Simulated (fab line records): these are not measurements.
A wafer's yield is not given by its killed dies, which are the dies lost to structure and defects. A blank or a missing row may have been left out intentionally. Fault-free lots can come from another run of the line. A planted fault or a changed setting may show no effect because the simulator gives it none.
fab line records	flow nand_harc
[record] lots = 14	wafers = 42	last_day = 34
route steps=1302 shown A_M1@1182
lots that met no fault: from a run of the same line without faults
start_h: the number of hours between the record's first day and the start of the first shown wafer of the lot	wait_h: how many hours have passed since the lot's step before this one	" the same as in the row above	L1.1+2: one row covering several wafers at once	- no value, or no start was given	* or withheld: withheld	< > ~ a bound
route shown NAME@n: names a module that has steps shown in the file, with the first one's number in the route	usual: mean/standard deviation taken from wafers without a fault	same: alike in all rows	chamber/n: place in a boat	sites: the reading at each site	_std_site: their standard deviation	_edge_site: mean of outer sites minus mean of inner sites	radius_mm: for every site, how far away it sits from the centre of the wafer	mask NAME#n: copy n	behind: the tool/chamber that last shaped the wafer	hold: the reason the lot was held/the length of the hold in hours/how it ended	device: whichever transistor did not switch (one of n, p or np)	end of line: tests of these same wafers at the route's end	for a step that has no rows: nothing shown but its recipe	killed: not the wafer's yield, but the dies lost to structure and defects at the first sort	map: shows each die of a wafer: x if killed, . if not, _ if none is there
set.NAME: the setting that was run; set.NAME@STEP: the one run at that earlier step	model.NAME: the simulator's own value behind a step, which no gauge read
a sample of lots followed through the steps of the route, with each step as a table and each wafer as a row
services: a tool's chamber out of use, with start hour (start_h, from the record's first day; less than 0 if before it), hours out, and reason
[[steps]]
[step NHARC_A_M1_DESCUM_14]
[recipe] time_s = 3	o2_flow_sccm = 200	ar_flow_sccm = 0	bias_power_w = 0	chemistry = O2
[usual] chamber_pressure_mTorr = 60.00/0.052	drypump_motor_current_A = 5.9/0.6	oes_product_au = 1.001/0.011	rf_vpp_V = 57.9/0.96	showerhead_plenum_p_Torr = 1.91/0.097	throttle_valve_pct = 11.311/0.009
lot.wafer	tool	chamber	start_h	wait_h	chamber_pressure_mTorr	drypump_motor_current_A	oes_product_au	rf_hours_counter_h	rf_vpp_V	showerhead_plenum_p_Torr	throttle_valve_pct
L565.3	rie_diel-02	1	529.54	0.1	59.98	6.0	1.001	6.8	58.6	2.01	11.313
L565.2	"	2	"	"	60.01	6.3	0.990	7.1	57.4	1.82	11.310
L565.6	"	3	"	"	60.09	4.7	0.997	-	59.0	2.05	11.307
L567.1	rie_diel-02	0	540.68	0.1	59.97	6.2	1.006	8.6	54.9	1.77	11.309
L567.6	"	3	"	"	59.99	4.7	0.995	-	58.4	2.05	11.311
L567.5	"	0	"	"	60.02	6.2	1.015	-	55.8	1.77	11.324
L566.1	rie_diel-03	2	544.80	0.1	60.00	5.2	0.992	2.8	58.2	1.86	11.305
L566.4	"	1	"	"	60.08	6.3	1.013	-	57.5	1.90	11.295
L566.6	"	2	"	"	60.14	5.2	0.999	-	58.0	1.86	11.308
L568.1	rie_diel-03	2	556.18	0.1	60.04	5.2	0.994	3.0	56.9	1.86	11.317
L568.5	"	1	"	"	60.00	6.3	1.020	-	58.7	1.90	11.316
L568.6	"	2	"	"	60.09	5.2	1.008	-	58.3	1.86	11.298
L570.3	rie_diel-03	1	561.71	0.1	59.94	6.3	1.022	3.2	57.5	1.90	11.306
L570.2	"	3	"	"	59.97	5.9	1.002	3.0	58.5	2.06	11.320
L570.6	"	0	"	"	60.06	5.8	1.005	-	56.2	1.82	11.321
L569.2	rie_diel-03	0	563.00	0.1	60.06	5.8	1.011	2.1	56.9	1.82	11.313
L569.6	"	2	"	"	59.90	5.2	0.990	-	56.9	1.86	11.305
L569.5	"	3	"	"	59.95	5.9	0.998	-	57.9	2.06	11.332
L571.2	rie_diel-03	0	578.23	0.1	59.95	5.8	1.019	2.3	58.5	1.82	11.312
L571.1	"	2	"	"	60.01	5.2	1.004	3.5	57.9	1.86	11.317
L571.6	"	1	"	"	60.07	6.2	1.012	-	58.1	1.90	11.302
L573.2	rie_diel-02	0	602.98	0.1	60.02	6.3	1.009	1.2	58.1	1.77	11.307
L573.3	"	1	"	"	60.02	6.0	1.026	1.4	58.4	2.01	11.320
L573.6	"	2	"	"	60.07	6.3	1.002	-	56.2	1.81	11.308
L572.3	rie_diel-03	2	618.53	0.1	59.97	5.2	0.994	4.7	58.4	1.86	11.303
L572.1	"	3	"	"	60.07	5.9	1.001	4.6	58.4	2.06	11.299
L572.5	"	2	"	"	60.07	5.2	0.993	-	56.3	1.86	11.322
L585.4	rie_diel-04	0	719.67	0.1	60.01	6.5	0.995	0.0	58.7	1.99	11.315
L585.1	"	2	"	"	59.87	6.8	0.993	0.0	57.9	1.85	11.315
L585.5	"	3	"	"	60.08	5.4	0.982	-	56.7	1.89	11.316
L584.1	rie_diel-04	0	721.36	0.1	60.02	6.5	0.998	0.2	59.4	1.99	11.301
L584.3	"	1	"	"	59.95	6.7	1.010	0.2	58.2	1.89	11.305
L584.4	"	3	"	"	59.99	5.4	0.987	0.1	58.6	1.89	11.306
L586.4	rie_diel-04	3	736.79	0.1	60.10	5.4	0.993	1.9	58.2	1.89	11.330
L586.1	"	0	"	"	60.03	6.5	0.987	2.3	59.0	1.99	11.310
L586.5	"	1	"	"	59.97	6.7	1.004	-	58.0	1.89	11.302
L587.3	rie_diel-03	0	752.18	0.1	60.00	5.8	1.007	3.0	57.0	1.82	11.323
L587.2	"	2	"	"	59.93	5.2	0.977	3.3	57.9	1.86	11.293
L587.6	"	0	"	"	60.00	5.8	1.001	-	55.4	1.82	11.272
L588.3	rie_diel-02	1	775.72	0.1	59.98	6.0	1.008	0.9	58.4	2.01	11.317
L588.6	"	1	"	"	59.89	6.0	1.008	-	58.5	2.01	11.306
L588.5	"	2	"	"	60.01	6.3	1.024	-	55.4	1.81	11.321
[step NHARC_A_M1_PVD_21]
[recipe] target_thk_a = 300	chamber_pressure_pa = 5	power_w = 5000	substrate_temp_c = 30	time_s = 20.49	material = Cu
[usual] throttle_valve_pct = 30.7/1.1
lot.wafer	tool	chamber	start_h	wait_h	throttle_valve_pct
L565.3	pvd_sputter-01	-	-	-	30.1
L565.2	"	-	"	"	30.7
L565.6	"	-	"	"	30.2
L567.1	pvd_sputter-03	-	-	-	28.7
L567.5	"	-	"	"	29.8
L567.6	"	-	"	"	29.4
L566.1	pvd_sputter-02	-	-	-	33.3
L566.4	"	-	"	"	31.1
L566.6	"	-	"	"	28.7
L568.1	pvd_sputter-01	-	-	-	30.9
L568.6	"	-	"	"	31.1
L568.5	"	-	"	"	29.7
L570.3	pvd_sputter-03	-	-	-	31.0
L570.2	"	-	"	"	29.7
L570.6	"	-	"	"	28.7
L569.2	pvd_sputter-01	-	-	-	31.1
L569.5	"	-	"	"	30.9
L569.6	"	-	"	"	31.0
L571.1	pvd_sputter-03	-	-	-	29.4
L571.2	"	-	"	"	28.9
L571.6	"	-	"	"	31.3
L573.3	pvd_sputter-01	-	-	-	30.0
L573.2	"	-	"	"	30.9
L573.6	"	-	"	"	31.5
L572.3	pvd_sputter-01	-	-	-	31.8
L572.1	"	-	"	"	29.9
L572.5	"	-	"	"	31.8
L585.4	pvd_sputter-01	-	-	-	29.7
L585.1	"	-	"	"	30.2
L585.5	"	-	"	"	31.8
L584.4	pvd_sputter-02	-	-	-	31.9
L584.3	"	-	"	"	31.6
L584.1	"	-	"	"	29.1
L586.4	pvd_sputter-02	-	-	-	32.5
L586.1	"	-	"	"	31.7
L586.5	"	-	"	"	28.7
L587.2	pvd_sputter-02	-	-	-	31.9
L587.3	"	-	"	"	31.7
L587.6	"	-	"	"	31.6
L588.3	pvd_sputter-02	-	-	-	31.7
L588.6	"	-	"	"	29.0
L588.5	"	-	"	"	32.2
[step NHARC_A_M1_ANNEAL_31]
[recipe] temp_c = 225	time_s = 90
[usual] anneal_temp_c = 224.98/0.15	anneal_temp_c_max = 225.86/0.27	wafer_temp_C_max = 226.4/0.54
lot.wafer	tool	chamber	start_h	wait_h	anneal_temp_c	anneal_temp_c_max	wafer_temp_C_max
L565.2	rtp_anneal-02	0	531.34	0.3	225.08	225.91	226.5
L565.3	"	0	"	"	224.94	225.58	226.3
L565.6	"	0	"	"	224.83	225.44	227.3
L567.1	rtp_anneal-02	0	542.54	0.3	225.08	225.78	226.6
L567.5	"	0	"	"	224.92	225.62	226.9
L567.6	"	0	"	"	224.79	225.68	227.3
L566.1	rtp_anneal-01	0	546.63	0.4	225.14	226.35	226.2
L566.4	"	0	"	"	225.07	225.94	225.9
L566.6	"	0	"	"	225.08	226.27	226.2
L568.1	rtp_anneal-02	0	557.95	0.3	224.89	225.52	226.5
L568.5	"	0	"	"	224.78	225.47	226.7
L568.6	"	0	"	"	224.72	225.26	227.1
L570.2	rtp_anneal-02	0	563.51	0.3	224.86	225.44	227.5
L570.3	"	0	"	"	224.92	225.60	226.8
L570.6	"	0	"	"	225.16	225.89	226.9
L569.2	rtp_anneal-01	0	564.86	0.4	224.99	225.96	225.8
L569.5	"	0	"	"	225.07	226.16	226.2
L569.6	"	0	"	"	225.21	226.31	225.9
L571.1	rtp_anneal-01	0	580.00	-	225.01	226.24	226.3
L571.2	"	0	"	"	225.18	226.24	226.1
L571.6	"	0	"	"	225.33	226.34	226.4
L573.2	rtp_anneal-01	0	604.78	0.3	224.86	225.90	226.1
L573.3	"	0	"	"	225.15	226.08	225.9
L573.6	"	0	"	"	224.93	225.93	225.6
L572.1	rtp_anneal-01	0	620.27	-	225.06	226.21	226.0
L572.3	"	0	"	"	224.86	225.87	225.4
L572.5	"	0	"	"	224.83	225.88	225.9
L585.1	rtp_anneal-01	-	721.45	-	-	-	-
L585.4	"	-	"	"	-	-	-
L585.5	"	-	"	"	-	-	-
L584.1	rtp_anneal-02	-	723.11	0.3	-	-	-
L584.3	"	-	"	"	-	-	-
L584.4	"	-	"	"	-	-	-
L586.1	rtp_anneal-02	0	738.55	-	225.24	225.79	226.8
L586.4	"	0	"	"	224.98	225.57	226.8
L586.5	"	0	"	"	224.90	225.40	227.0
L587.2	rtp_anneal-01	0	753.98	0.4	224.95	226.20	225.7
L587.3	"	0	"	"	224.89	225.92	225.8
L587.6	"	0	"	"	224.99	226.16	225.8
L588.3	rtp_anneal-01	0	777.58	0.3	225.08	226.37	226.0
L588.5	"	0	"	"	224.90	226.22	225.6
L588.6	"	0	"	"	224.88	225.89	226.0
[step NHARC_A_M1_PRE_CLEAN_32]
[recipe] time_s = 12	temp_c = 370	rf_power_w = 300	gas = NH3
[usual] heater_power_w = 616/85
lot.wafer	tool	chamber	start_h	wait_h	heater_power_w	since_wet_clean_h
L565.2	pecvd-03	0	532.20	0.1	586	153
L565.3	"	2	"	"	639	-
L565.6	"	0	"	"	566	-
L567.1	pecvd-03	0	543.54	0.2	576	164
L567.5	"	0	"	"	575	-
L567.6	"	0	"	"	562	-
L566.1	pecvd-02	2	547.53	0.1	557	126
L566.6	"	1	"	"	769	-
L566.4	"	2	"	"	554	-
L568.1	pecvd-01	1	559.15	0.1	589	54
L568.6	"	0	"	"	696	-
L568.5	"	1	"	"	595	-
L570.3	pecvd-03	2	564.34	0.1	669	4
L570.2	"	0	"	"	728	4
L570.6	"	0	"	"	723	-
L569.2	pecvd-03	2	565.72	0.1	664	5
L569.5	"	1	"	"	562	-
L569.6	"	2	"	"	692	-
L571.1	pecvd-03	1	580.88	0.1	597	20
L571.2	"	0	"	"	668	20
L571.6	"	1	"	"	578	-
L573.2	pecvd-03	2	605.62	0.1	610	45
L573.3	"	0	"	"	706	45
L573.6	"	0	"	"	725	-
L572.3	pecvd-01	0	621.16	0.1	682	116
L572.1	"	2	"	"	611	116
L572.5	"	1	"	"	622	-
L585.1	pecvd-02	2	722.34	0.1	514	120
L585.4	"	2	"	"	515	-
L585.5	"	1	"	"	812	-
L584.3	pecvd-02	0	724.01	0.1	619	122
L584.1	"	1	"	"	733	122
L584.4	"	0	"	"	614	-
L586.1	pecvd-01	2	739.46	0.1	579	53
L586.4	"	1	"	"	637	-
L586.5	"	0	"	"	650	-
L587.2	pecvd-01	2	754.81	0.1	571	68
L587.3	"	1	"	"	609	68
L587.6	"	0	"	"	702	-
L588.3	pecvd-03	0	778.37	0.1	601	37
L588.6	"	2	"	"	655	-
L588.5	"	0	"	"	617	-
[[services]]
tool	chamber	start_h	hours	kind
rie_diel-03	0	515.95	36.2	repair
pvd_sputter-01	-	519.07	3.4	repair
pecvd-03	1	522.13	34.3	repair
pvd_sputter-03	-	526.44	10.0	pm
pecvd-03	2	542.73	4.7	repair
pecvd-03	-	547.40	13.0	pm
rie_diel-02	-	556.12	0.8	repair
rie_diel-02	-	570.72	9.0	pm
pvd_sputter-01	-	582.07	10.0	pm
rie_diel-03	2	582.95	8.1	repair
rie_diel-02	2	583.96	4.6	repair
rie_diel-02	-	596.22	1.1	repair
pecvd-03	0	607.51	3.7	repair
rie_diel-03	-	635.30	9.0	pm
pvd_sputter-02	-	638.04	10.0	pm
pecvd-03	0	653.22	24.7	repair
pecvd-01	-	673.50	13.0	pm
rie_diel-02	0	675.57	1.6	repair
rie_diel-02	1	700.16	10.0	repair
pecvd-03	-	728.40	13.0	pm
rtp_anneal-02	-	744.00	12.0	pm
rie_diel-02	-	747.72	9.0	pm
pvd_sputter-01	-	760.07	10.0	pm
rie_diel-02	2	770.21	2.2	repair
[[key]]
[first_sign] step = NHARC_A_M1_ANNEAL_31	reading = tool_record	direction = missing
effect none on later readings
met_at NHARC_A_M1_ANNEAL_31
struck_lots L584,L585
sort_left_out L584.1,L584.3,L584.4,L585.1,L585.4,L585.5
not_acting_at NHARC_A_M1_DESCUM_14,NHARC_A_M1_PVD_21,NHARC_A_M1_PRE_CLEAN_32
onset_between 620.27 721.45
[fault] kind = skipped_step_whole	tool = rtp_anneal-01,rtp_anneal-02	chamber = -	onset_h = 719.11	steps = NHARC_A_M1_ANNEAL_31	scope = struck_lots_only
// sort_left_out: the simulated sort isn't trusted on such a fault, so these wafers' sort isn't shown, and their yield isn't known
